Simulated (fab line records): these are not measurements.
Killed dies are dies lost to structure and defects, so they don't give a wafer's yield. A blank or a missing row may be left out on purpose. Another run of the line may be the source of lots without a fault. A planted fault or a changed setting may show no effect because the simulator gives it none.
Which tool was responsible? / flow nandHarc / 13 lots with 39 wafers sampled at 5 steps, on a route of 1302 steps

## WHAT THE GAUGES READ, wafer by wafer
NHARC_P_GATE_CD_MEAS_59 targets a cd of 720 nm. Usual: cdNm reads 718.7 nm (standard deviation 2.9).
lot=L419; measured=day 5 14:35; on=cdSem-01; cdNm (nm)=718.7 719.8 716.8; flag=
lot=L420; measured=day 6 05:33; on=cdSem-03; cdNm (nm)=719.8 722.4 724.0; flag=
lot=L421; measured=day 6 05:47; on=cdSem-01; cdNm (nm)=715.9 716.0 715.3; flag=
lot=L422; measured=day 6 22:25; on=cdSem-01; cdNm (nm)=714.5 717.6 720.5; flag=
lot=L423; measured=day 7 03:59; on=cdSem-02; cdNm (nm)=724.6 719.9 719.0; flag=
lot=L424; measured=day 7 14:37; on=cdSem-02; cdNm (nm)=715.4 715.9 720.4; flag=
lot=L425; measured=day 8 02:09; on=cdSem-03; cdNm (nm)=722.7 722.3 724.5; flag=
lot=L426; measured=day 8 10:50; on=cdSem-01; cdNm (nm)=715.9 719.1 718.0; flag=
lot=L434; measured=day 12 09:12; on=cdSem-02; cdNm (nm)=719.8 715.9 712.2; flag=
lot=L438; measured=day 13 09:20; on=cdSem-03; cdNm (nm)=724.8 724.9 721.6; flag=
lot=L439; measured=day 14 00:34; on=cdSem-02; cdNm (nm)=714.0 715.2 719.2; flag=
lot=L440; measured=day 14 15:44; on=cdSem-01; cdNm (nm)=723.6 722.3 722.1; flag=
lot=L441; measured=day 14 19:16; on=cdSem-03; cdNm (nm)=716.8 714.7 718.1; flag=

NHARC_P_GATE_CD_MEAS_91 targets a cd of 2000 nm. Usual: cdNm reads 1998.5 nm (standard deviation 2.1).
lot=L419; measured=day 5 16:10; on=cdSem-02; cdNm (nm)=1999.1 1996.2 1994.2; flag=
lot=L420; measured=day 6 07:17; on=cdSem-01; cdNm (nm)=2000.4 1998.5 1994.1; flag=
lot=L421; measured=day 6 07:31; on=cdSem-02; cdNm (nm)=1997.9 1996.9 1998.0; flag=
lot=L422; measured=day 7 00:07; on=cdSem-01; cdNm (nm)=1993.9 2002.5 1999.3; flag=
lot=L423; measured=day 7 05:37; on=cdSem-03; cdNm (nm)=1997.5 2001.3 2001.8; flag=
lot=L424; measured=day 7 16:20; on=cdSem-03; cdNm (nm)=1999.3 1996.6 1996.8; flag=
lot=L425; measured=day 8 04:05; on=cdSem-02; cdNm (nm)=2000.9 1999.8 1999.3; flag=
lot=L426; measured=day 8 12:27; on=cdSem-02; cdNm (nm)=1995.2 1998.0 1999.2; flag=
lot=L434; measured=day 12 10:56; on=cdSem-01; cdNm (nm)=1994.6 1998.6 1998.1; flag=
lot=L438; measured=day 13 11:02; on=cdSem-03; cdNm (nm)=2000.2 1996.8 1996.8; flag=
lot=L439; measured=day 14 02:17; on=cdSem-03; cdNm (nm)=1993.5 2001.4 1999.1; flag=
lot=L440; measured=day 14 17:35; on=cdSem-01; cdNm (nm)=1997.5 1998.2 1995.7; flag=
lot=L441; measured=day 14 21:01; on=cdSem-02; cdNm (nm)=1999.1 1999.2 1999.1; flag=

NHARC_END_SORT_01. Usual: killedAtArray 63, standard deviation 27; killedAtOther 0.7, standard deviation 1.2; killedAtPeriphery 3.1, standard deviation 2; killedDies 67, standard deviation 28; killedOpen 3.0, standard deviation 1.9; killedShort 2.2, standard deviation 1.5.
lot=L424; measured=day 26 06:21; on=prober-01; killedAtArray=103 92 83; killedAtOther=2 0 3; killedAtPeriphery=5 10 19; killedDies=110 102 105; killedOpen=2 3 0; killedShort=3 2 0; flag=OFF
lot=L425; measured=day 26 16:31; on=prober-02; killedAtArray=21 23 20; killedAtOther=0 0 1; killedAtPeriphery=6 14 9; killedDies=27 37 30; killedOpen=3 3 3; killedShort=3 1 2; flag=OFF

## TOOL THAT RAN EACH LOT (tool first, then ch and the chambers of the sampled wafers, then the start)
lot=L419; NHARC_P_GATE_RTA_80=rtpAnneal-01 ch 0, day 5 18:35; NHARC_P_CONTACT_ETCH_31=rieDiel-06 ch 1,3, day 5 21:47
lot=L420; NHARC_P_GATE_RTA_80=rtpAnneal-01 ch 0, day 6 09:43; NHARC_P_CONTACT_ETCH_31=rieDiel-01 ch 0,1,3, day 6 12:56
lot=L421; NHARC_P_GATE_RTA_80=rtpAnneal-02 ch 0, day 6 10:01; NHARC_P_CONTACT_ETCH_31=rieDiel-04 ch 0,3, day 6 13:17
lot=L422; NHARC_P_GATE_RTA_80=rtpAnneal-01 ch 0, day 7 02:32; NHARC_P_CONTACT_ETCH_31=rieDiel-04 ch 0,2,3, day 7 05:59
lot=L423; NHARC_P_GATE_RTA_80=rtpAnneal-02 ch 0, day 7 08:04; NHARC_P_CONTACT_ETCH_31=rieDiel-04 ch 0,1, day 7 11:07
lot=L424; NHARC_P_GATE_RTA_80=rtpAnneal-02 ch 0, day 7 18:49; NHARC_P_CONTACT_ETCH_31=rieDiel-04 ch 1,2,3, day 7 21:52
lot=L425; NHARC_P_GATE_RTA_80=rtpAnneal-02 ch 0, day 8 06:37; NHARC_P_CONTACT_ETCH_31=rieDiel-04 ch 1,3, day 8 09:48
lot=L426; NHARC_P_GATE_RTA_80=rtpAnneal-01 ch 0, day 8 14:52; NHARC_P_CONTACT_ETCH_31=rieDiel-06 ch 0,1, day 8 17:55
lot=L434; NHARC_P_GATE_RTA_80=rtpAnneal-01 ch 0, day 12 13:21; NHARC_P_CONTACT_ETCH_31=rieDiel-04 ch 2,3, day 12 16:34
lot=L438; NHARC_P_GATE_RTA_80=rtpAnneal-01 ch 0, day 13 13:27; NHARC_P_CONTACT_ETCH_31=rieDiel-04 ch 0,1, day 13 16:38
lot=L439; NHARC_P_GATE_RTA_80=rtpAnneal-02 ch 0, day 14 04:45; NHARC_P_CONTACT_ETCH_31=rieDiel-04 ch 0,3, day 14 07:55
lot=L440; NHARC_P_GATE_RTA_80=rtpAnneal-01 ch 0, day 14 20:11; NHARC_P_CONTACT_ETCH_31=rieDiel-04 ch 0,1,2, day 14 23:23
lot=L441; NHARC_P_GATE_RTA_80=rtpAnneal-02 ch 0, day 14 23:35; NHARC_P_CONTACT_ETCH_31=rieDiel-06 ch 2,3, day 15 02:41
- NHARC_P_GATE_RTA_80: time 30 s.
- NHARC_P_CONTACT_ETCH_31: etches the open film in CH3F/O2, target depth 30 nm, time 85.7 s.

## WHAT THE TOOLS THEMSELVES READ (means of the sampled wafers that have a number; where no wafer has one, the mark that the record gives instead)
NHARC_P_GATE_RTA_80. Usual: lampPowerPct 2.15 %, standard deviation 0.078; lamp_zone_6_pct 2.13 %, standard deviation 0.078; wafer_temp_C_max 301.6, standard deviation 0.36.
lot=L419; tool=rtpAnneal-01; lampPowerPct (%)=2.09; lamp_zone_6_pct (%)=2.07; wafer_temp_C_max=301.5; flag=
lot=L420; tool=rtpAnneal-01; lampPowerPct (%)=2.09; lamp_zone_6_pct (%)=2.07; wafer_temp_C_max=301.4; flag=
lot=L421; tool=rtpAnneal-02; lampPowerPct (%)=2.25; lamp_zone_6_pct (%)=2.22; wafer_temp_C_max=301.9; flag=
lot=L422; tool=rtpAnneal-01; lampPowerPct (%)=2.09; lamp_zone_6_pct (%)=2.07; wafer_temp_C_max=301.3; flag=
lot=L423; tool=rtpAnneal-02; lampPowerPct (%)=2.24; lamp_zone_6_pct (%)=2.22; wafer_temp_C_max=301.8; flag=
lot=L424; tool=rtpAnneal-02; lampPowerPct (%)=2.26; lamp_zone_6_pct (%)=2.24; wafer_temp_C_max=301.8; flag=
lot=L425; tool=rtpAnneal-02; lampPowerPct (%)=2.25; lamp_zone_6_pct (%)=2.22; wafer_temp_C_max=302.1; flag=
lot=L426; tool=rtpAnneal-01; lampPowerPct (%)=2.09; lamp_zone_6_pct (%)=2.07; wafer_temp_C_max=301.8; flag=
lot=L434; tool=rtpAnneal-01; lampPowerPct (%)=2.09; lamp_zone_6_pct (%)=2.07; wafer_temp_C_max=301.5; flag=
lot=L438; tool=rtpAnneal-01; lampPowerPct (%)=2.09; lamp_zone_6_pct (%)=2.07; wafer_temp_C_max=301.5; flag=
lot=L439; tool=rtpAnneal-02; lampPowerPct (%)=2.25; lamp_zone_6_pct (%)=2.22; wafer_temp_C_max=302.3; flag=
lot=L440; tool=rtpAnneal-01; lampPowerPct (%)=2.09; lamp_zone_6_pct (%)=2.06; wafer_temp_C_max=301.5; flag=
lot=L441; tool=rtpAnneal-02; lampPowerPct (%)=2.25; lamp_zone_6_pct (%)=2.23; wafer_temp_C_max=302.0; flag=

NHARC_P_CONTACT_ETCH_31. Usual: drypumpMotorCurrentA 5.6 A, standard deviation 0.43; o2FlowSccm 29.99 sccm, standard deviation 0.098; oesProductAu 0.982 a.u., standard deviation 0.015; rfVppV 244.7 V, standard deviation 1.6; showerheadPlenumPTorr 2.48 Torr, standard deviation 0.093; throttleValvePct 20.663 %, standard deviation 0.0097.
lot=L419; tool=rieDiel-06; drypumpMotorCurrentA (A)=5.6; o2FlowSccm (sccm)=29.98; oesProductAu (a.u.)=0.969; rfVppV (V)=244.1; showerheadPlenumPTorr (Torr)=2.46; throttleValvePct (%)=20.665; flag=
lot=L420; tool=rieDiel-01; drypumpMotorCurrentA (A)=5.6; o2FlowSccm (sccm)=29.97; oesProductAu (a.u.)=0.988; rfVppV (V)=244.9; showerheadPlenumPTorr (Torr)=2.51; throttleValvePct (%)=20.664; flag=
lot=L421; tool=rieDiel-04; drypumpMotorCurrentA (A)=5.1; o2FlowSccm (sccm)=30.05; oesProductAu (a.u.)=0.965; rfVppV (V)=243.3; showerheadPlenumPTorr (Torr)=2.42; throttleValvePct (%)=20.666; flag=
lot=L422; tool=rieDiel-04; drypumpMotorCurrentA (A)=5.3; o2FlowSccm (sccm)=30.02; oesProductAu (a.u.)=0.987; rfVppV (V)=245.6; showerheadPlenumPTorr (Torr)=2.49; throttleValvePct (%)=20.663; flag=
lot=L423; tool=rieDiel-04; drypumpMotorCurrentA (A)=5.2; o2FlowSccm (sccm)=29.95; oesProductAu (a.u.)=0.991; rfVppV (V)=245.2; showerheadPlenumPTorr (Torr)=2.48; throttleValvePct (%)=20.671; flag=
lot=L424; tool=rieDiel-04; drypumpMotorCurrentA (A)=5.6; o2FlowSccm (sccm)=29.95; oesProductAu (a.u.)=0.866; rfVppV (V)=245.9; showerheadPlenumPTorr (Torr)=2.55; throttleValvePct (%)=20.659; flag=OFF
lot=L425; tool=rieDiel-04; drypumpMotorCurrentA (A)=5.7; o2FlowSccm (sccm)=29.94; oesProductAu (a.u.)=0.767; rfVppV (V)=245.7; showerheadPlenumPTorr (Torr)=2.55; throttleValvePct (%)=20.666; flag=OFF
lot=L426; tool=rieDiel-06; drypumpMotorCurrentA (A)=5.8; o2FlowSccm (sccm)=29.94; oesProductAu (a.u.)=0.989; rfVppV (V)=244.7; showerheadPlenumPTorr (Torr)=2.44; throttleValvePct (%)=20.666; flag=
lot=L434; tool=rieDiel-04; drypumpMotorCurrentA (A)=5.5; o2FlowSccm (sccm)=29.95; oesProductAu (a.u.)=0.984; rfVppV (V)=245.8; showerheadPlenumPTorr (Torr)=2.48; throttleValvePct (%)=20.671; flag=
lot=L438; tool=rieDiel-04; drypumpMotorCurrentA (A)=5.2; o2FlowSccm (sccm)=29.94; oesProductAu (a.u.)=1.000; rfVppV (V)=245.1; showerheadPlenumPTorr (Torr)=2.48; throttleValvePct (%)=20.657; flag=
lot=L439; tool=rieDiel-04; drypumpMotorCurrentA (A)=5.3; o2FlowSccm (sccm)=29.94; oesProductAu (a.u.)=0.989; rfVppV (V)=243.5; showerheadPlenumPTorr (Torr)=2.41; throttleValvePct (%)=20.668; flag=
lot=L440; tool=rieDiel-04; drypumpMotorCurrentA (A)=5.4; o2FlowSccm (sccm)=29.98; oesProductAu (a.u.)=0.969; rfVppV (V)=246.3; showerheadPlenumPTorr (Torr)=2.55; throttleValvePct (%)=20.653; flag=
lot=L441; tool=rieDiel-06; drypumpMotorCurrentA (A)=5.8; o2FlowSccm (sccm)=29.93; oesProductAu (a.u.)=0.994; rfVppV (V)=244.1; showerheadPlenumPTorr (Torr)=2.42; throttleValvePct (%)=20.664; flag=

## THE ANSWER, worked out from the rows above alone
Rule: a lot is off if the mean of its wafers that have a number lies more than 3 standard deviations from the usual mean. Also off: a lot with no number at a reading for which 4 or more lots have one. All remaining lots with rows at the step are treated as sound. First the gauges in route order, then the tools' own readings, where a lot's mean is used as printed above. The first step at which some lot is off is used, and at that step the reading that is off furthest; a lot without a number counts as furthest.
Off: L424, L425 (NHARC_END_SORT_01, killedAtPeriphery). Neither off nor sound, because the step has no rows for them: L419, L420, L421, L422, L423, L426, L434, L438, L439, L440, L441.
A tool fits if, at a process step before that reading, it ran every lot that is off, and no sound lot after the first of them. The gauges at NHARC_END_SORT_01 aren't tried: what is off there is off at NHARC_P_CONTACT_ETCH_31 too, on other tools, and a gauge's error can't cause that. Undecided on this evidence; 2 tools fit (rtpAnneal-02 at NHARC_P_GATE_RTA_80, rieDiel-04 at NHARC_P_CONTACT_ETCH_31).

## WHAT THE SIMULATOR HAD PUT IN
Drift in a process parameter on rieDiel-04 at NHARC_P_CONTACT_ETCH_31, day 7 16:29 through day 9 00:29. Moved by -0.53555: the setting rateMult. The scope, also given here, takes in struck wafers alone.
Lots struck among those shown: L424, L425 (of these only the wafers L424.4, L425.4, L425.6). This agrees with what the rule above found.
